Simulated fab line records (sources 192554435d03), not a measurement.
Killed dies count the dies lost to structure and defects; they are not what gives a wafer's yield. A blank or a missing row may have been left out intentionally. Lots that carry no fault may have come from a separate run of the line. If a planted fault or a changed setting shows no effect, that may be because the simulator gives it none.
A struck lot beside a sound one    flow n5Finfet    14 out of 1938 route steps
Sound: wafers L564.3, L564.4, L564.5. Wafers L569.2, L569.3, L569.6 were the ones struck. The cause comes at the end.
Order at every step that has rows: each side's tool, ch and its chambers, its first start. Under that, the readings that differ: sound wafers    struck wafers    difference of the means    sigmas: that difference in standard deviations of wafers without a fault.
alike: words and numbers the same on both sides, and readings whose means are apart by under 2 such deviations; not compared: readings that were withheld, readings missing a value for some wafer, numbers with overlapping values and no deviation given by the record, and bounds like >300 which may hide the same value.
Wherever a step has rows on one side only, a row that says differs or no value, or a row with sigmas, the two part there. Numbers that don't overlap but have no deviation are shown without sigmas and don't part them. A reading missing from all wafers of one side parts the sides only when that side holds two or more wafers.

N5_BEOL_M12_THK_MEAS_50: measures by xrf.
  struck on filmMetro-01, day 14 03:19; sound on filmMetro-02, day 11 23:48
  alike: M12_THK
then, 1 step without rows for these wafers: N5_BEOL_M12_PRE_CLEAN_52 (time 15 s).
N5_BEOL_M12_DEP_53: deposits SiCN from 3MS/NH3, target thk 30 nm, time 10.5 s.
  sound on pecvd-04 ch 0,1,2, day 11 23:52; struck on pecvd-04 ch 0,1, day 14 03:23
  alike: showerheadPlenumPTorr, throttleValvePct
N5_BEOL_M12_RS_MEAS_54: uses a four-point probe to measure.
  struck on filmMetro-01, day 14 03:27; sound on filmMetro-02, day 11 23:55
  alike: M12_RS
N5_BEOL_M12_INSPECT_55: inspects for defects (darkfield).
  struck on defectInspect-02, day 14 03:28; sound on defectInspect-02, day 11 23:57
  alike: rawDefectCount
N5_BEOL_M13_ILD_DEP_00: deposits SiOC from DEMS/O2, target thk 837.92 nm, time 166.4 s.
  sound on pecvd-02 ch 0,1,2, day 11 23:59; struck on pecvd-01 ch 0,2, day 14 03:31
  alike: heaterPowerW, showerheadPlenumPTorr, throttleValvePct
N5_BEOL_M13_THK_MEAS_01:
  struck on filmMetro-02, day 14 03:40; sound on filmMetro-01, day 12 00:08
  alike: M13_ILD_THK
then, 5 steps without rows for these wafers: N5_BEOL_M13_COAT_58 (time 60 s, resist thk 89 nm); N5_BEOL_M13_COAT_04 (resist thk 400 nm); N5_BEOL_M13_EBR_06; N5_BEOL_M13_SOFTBAKE_05 (time 60 s); N5_BEOL_M13_EXPOSE_07 (exposes mask V12).
N5_BEOL_M13_PEB_08: peb time 90 s.
  struck on lithoTrack-03, day 14 03:51; sound on lithoTrack-01 ch 0, day 12 00:27
  no value came back on the struck wafers for chillPlateTempC (C), exhaustPa (Pa), heaterPowerTotalW (W); on the sound wafers chillPlateTempC (C) reads 23.11 23.21 23.18
then, 1 step without rows for these wafers: N5_BEOL_M13_DEVELOP_09 (develop time 45 s).

== WHERE THEY PART ==
Within this record, at N5_BEOL_M13_PEB_08 only.

WHY: what the simulator had put in
Step skipped in full: lithoTrack-03, at N5_BEOL_M13_PEB_08, from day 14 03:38 onward. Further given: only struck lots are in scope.
